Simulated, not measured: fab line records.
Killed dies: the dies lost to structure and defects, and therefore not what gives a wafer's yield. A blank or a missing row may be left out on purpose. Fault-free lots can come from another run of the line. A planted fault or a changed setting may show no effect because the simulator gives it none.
Comparing a struck lot with a sound one    flow nand_harc    20 steps out of a route of 1302
Sound: these wafers, L677.2, L677.3, L677.6. Wafers L679.3, L679.5, L679.6 were the ones struck. At the end, the cause is stated.
Each step with rows lists, per side, the tool, then ch with its chambers, then its first start. Under that, the readings that differ: sound wafers    struck wafers    difference of the means    sigmas: that difference in standard deviations of wafers without a fault.
alike: a reading whose means differ by less than 2 such deviations, as well as words and numbers matching on both sides. not compared: withheld readings; readings where some wafer has no value; bounds like >300 that might hide an equal value; numbers whose values overlap and for which the record gives no deviation.
Wherever a step has rows on one side only, a row that says differs or no value, or a row with sigmas, the two part there. Numbers that don't overlap but have no deviation are shown without sigmas and don't part them. Lack of a reading on every wafer of one side parts them only where that side has two or more wafers.

NHARC_P_ZERO_WELL_CD_MEAS_37: the cd target is 720 nm.
  sound on cd_sem-02 ch 0, day 4 12:13; struck on cd_sem-01 ch 0, day 5 08:07
  alike: cd_nm
then, 1 step without rows for these wafers: NHARC_P_ZERO_WELL_HARDBAKE_38 (time 80 s).
NHARC_P_ZERO_WELL_DESCUM_39: chemistry O2, time 3 s.
  sound on rie_diel-04 ch 0,1,2, day 4 12:22; struck on rie_diel-05 ch 0,1,3, day 5 08:17
  alike: drypump_motor_current_A, oes_product_au, rf_vpp_V, showerhead_plenum_p_Torr, throttle_valve_pct
  not compared: rf_hours_counter_h
then, 9 steps without rows for these wafers: NHARC_P_ZERO_WELL_IMPLANT_40; NHARC_P_ZERO_WELL_IMPLANT_59; NHARC_P_ZERO_WELL_IMPLANT_60; NHARC_P_ZERO_WELL_STRIP_41 (strips in SPM, time 840 s); NHARC_P_ZERO_WELL_DEHYDRATE_44 (time 120 s); NHARC_P_ZERO_WELL_HMDS_45 (time 30 s); NHARC_P_ZERO_WELL_COAT_46; NHARC_P_ZERO_WELL_SOFTBAKE_47 (time 95 s); NHARC_P_ZERO_WELL_EBR_48.
NHARC_P_ZERO_WELL_EXPOSE_49: exposes mask P HVPW, target cd 2000 nm.
  sound on krf_scanner-01 ch 0, day 4 13:36; struck on krf_scanner-02 ch 0, day 5 09:36
reading  sound                       struck                               difference  sigmas
mask     P_HVPW#0 P_HVPW#0 P_HVPW#0  P_HVPW_R1#0 P_HVPW_R1#0 P_HVPW_R1#0  differs     
  alike: focus_offset_nm
then, 2 steps without rows for these wafers: NHARC_P_ZERO_WELL_PEB_50 (peb time 85 s); NHARC_P_ZERO_WELL_DEVELOP_51 (time 70 s).
NHARC_P_ZERO_WELL_CD_MEAS_52: the cd target is 2000 nm.
  sound on cd_sem-02 ch 0, day 4 13:45; struck on cd_sem-01 ch 0, day 5 09:45
reading     sound                 struck                difference  sigmas
cd_nm (nm)  1998.6 2000.4 1999.7  1970.0 1970.4 1968.8  -29.8       -21
then, 1 step without rows for these wafers: NHARC_P_ZERO_WELL_HARDBAKE_53 (time 80 s).
NHARC_P_ZERO_WELL_DESCUM_54: chemistry O2, time 3 s.
  sound on rie_diel-02 ch 1,2,3, day 4 13:55; struck on rie_diel-04 ch 0,3, day 5 09:55
reading                       sound           struck          difference  sigmas
model.P_ZERO_WELL.cd_nm (nm)  1998 2000 1999  1970 1970 1969  -29         
  alike: drypump_motor_current_A, oes_product_au, rf_vpp_V, showerhead_plenum_p_Torr, throttle_valve_pct
  not compared: rf_hours_counter_h
next, for these wafers, 1 step has no rows: NHARC_P_ZERO_WELL_IMPLANT_55.
-- jump in the record: it breaks off in module P_ZERO_WELL and resumes in module END (first step shown: number 1302 of the route), and 22 days separate the struck wafers' starts before and after --
NHARC_END_SORT_01:
  at this point the record logs the struck wafers (prober-01 ch 0, day 27 20:22) and has no rows for the sound ones

## WHERE THEY PART
First at NHARC_P_ZERO_WELL_EXPOSE_49; last, within this record, at NHARC_END_SORT_01.

WHY: what the simulator had put in
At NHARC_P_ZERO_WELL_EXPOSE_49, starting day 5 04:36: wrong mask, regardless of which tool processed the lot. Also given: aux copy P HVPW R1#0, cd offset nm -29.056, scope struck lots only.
